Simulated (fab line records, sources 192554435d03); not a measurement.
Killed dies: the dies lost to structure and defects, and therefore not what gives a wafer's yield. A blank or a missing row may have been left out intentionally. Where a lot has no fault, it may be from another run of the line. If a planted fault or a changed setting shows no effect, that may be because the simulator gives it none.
8D (eight disciplines) problem report, filled in by code || flow n5_finfet || the parts of the form that need people (team, actions taken, sign-off) are left out

## 1. PROBLEM STATEMENT
trench_depth_nm at N5_BEOL_M13_OCD_MEAS_35 reads a mean of 570 nm on 2 wafers of 1 lot; wafers without a fault read 413 nm with a standard deviation of 7. That puts it +22 standard deviations away from the usual mean.
First seen on wafer L979.2, day 17 03:40, on ocd-02. At this step, 20 wafers from 7 lots have a number in the record. Rule for "out", or "out of limits": more than 4 standard deviations from the usual mean. The other wafers with a number count as sound.

## 2. WHAT IT IS, AND WHAT IT ISN'T
{"question": "which readings at this step", "is": "trench_depth_nm", "is not": "-"}
{"question": "which lots", "is": "L979", "is not": "L958, L960, L968, L970, L973, L981"}
{"question": "which wafers of those lots", "is": "all that have a number", "is not": "-"}
{"question": "read on which gauges", "is": "ocd-02", "is not": "ocd-01"}
{"question": "when", "is": "from day 17 03:40", "is not": "up to then (15 sound wafers); but 3 sound wafers of L981 came after"}

## 3. THE SUSPECTS, EACH WITH WHAT RULES IT OUT
Counting: any tool at a process step up to the reading is kept as a suspect provided that every lot that is out went through it and no sound lot did after the first of them.
- the gauge at N5_BEOL_M13_OCD_MEAS_35 has been ruled out. All the wafers that are out were read on ocd-02, but those of them that N5_BEOL_M13_THK_MEAS_50 has rows for are out there too, on other tools.
- plasma_asher-01 at N5_BEOL_M13_STRIP_64 (strips in N2/H2): kept. It ran the lot that is out, L979 (day 17 02:32), and no sound lot after that; its last sound lot up to then is L973 (day 15 04:59).
- rie_diel-02 at N5_BEOL_M13_TRENCH_ETCH_34 (etches SiOC in C4F8/O2/Ar, target depth 413.47 nm, time 162.6 s): kept. It ran the lot that is out, L979 (day 17 03:29), and no sound lot after that; its last sound lot up to then is L973 (day 15 05:57).
Remaining after the count are plasma_asher-01 at N5_BEOL_M13_STRIP_64 and rie_diel-02 at N5_BEOL_M13_TRENCH_ETCH_34.

## 4. THE CAUSE (what the simulator had put in)
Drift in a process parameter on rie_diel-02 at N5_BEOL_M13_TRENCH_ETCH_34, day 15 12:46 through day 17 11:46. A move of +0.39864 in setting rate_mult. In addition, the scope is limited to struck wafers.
Counting left 2 suspects, and this tool is among them.

## 5. THE CHAIN OF EFFECTS, in route order
One row per reading whose mean, taken over the struck wafers that have a number, lies over 3 standard deviations from the usual. Only readings whose record carries a usual standard deviation are examined. hours: median over the lots of the time between each lot's start at the first step of this table that gives one and its start at this step. sigmas: the change, counted in usual standard deviations.
{"hours": 0, "step": "N5_BEOL_M13_OCD_MEAS_35", "reading": "trench_depth_nm", "usual": "413 nm", "on struck wafers": 570, "change": "+156", "sigmas": "+22"}
{"hours": 3, "step": "N5_BEOL_M13_THK_MEAS_50", "reading": "M13_THK", "usual": "406 nm", "on struck wafers": 553, "change": "+147", "sigmas": "+20"}
{"hours": 3, "step": "N5_BEOL_M13_RS_MEAS_54", "reading": "M13_RS", "usual": "0.0450 ohm/sq", "on struck wafers": 0.0324, "change": -0.0126, "sigmas": -16}
{"hours": 14, "step": "N5_BEOL_M15_RC_MEAS_101", "reading": "SERP_M13", "usual": "0.310 ohm/um", "on struck wafers": 0.221, "change": -0.089, "sigmas": -14}
{"hours": 14, "step": "N5_BEOL_M15_RC_MEAS_101", "reading": "SERP_M13_max_site", "usual": "0.313 ohm/um", "on struck wafers": 0.223, "change": -0.090, "sigmas": -14}

## 6. HOW IT WOULD HAVE BEEN CAUGHT EARLIER
The first out-of-limits reading at a measuring or inspecting step in this record came at day 17 03:40, 39 hours after the fault's start at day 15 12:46.
Of the tool readings at N5_BEOL_M13_TRENCH_ETCH_34 for which the record gives a usual standard deviation, none was out on any struck wafer, so an alarm limit of 4 standard deviations on them would not have fired.
By day 17 03:40, every lot that is out (1) had started N5_BEOL_M13_TRENCH_ETCH_34 on rie_diel-02. None of them would have been spared by holding the tool at that moment.
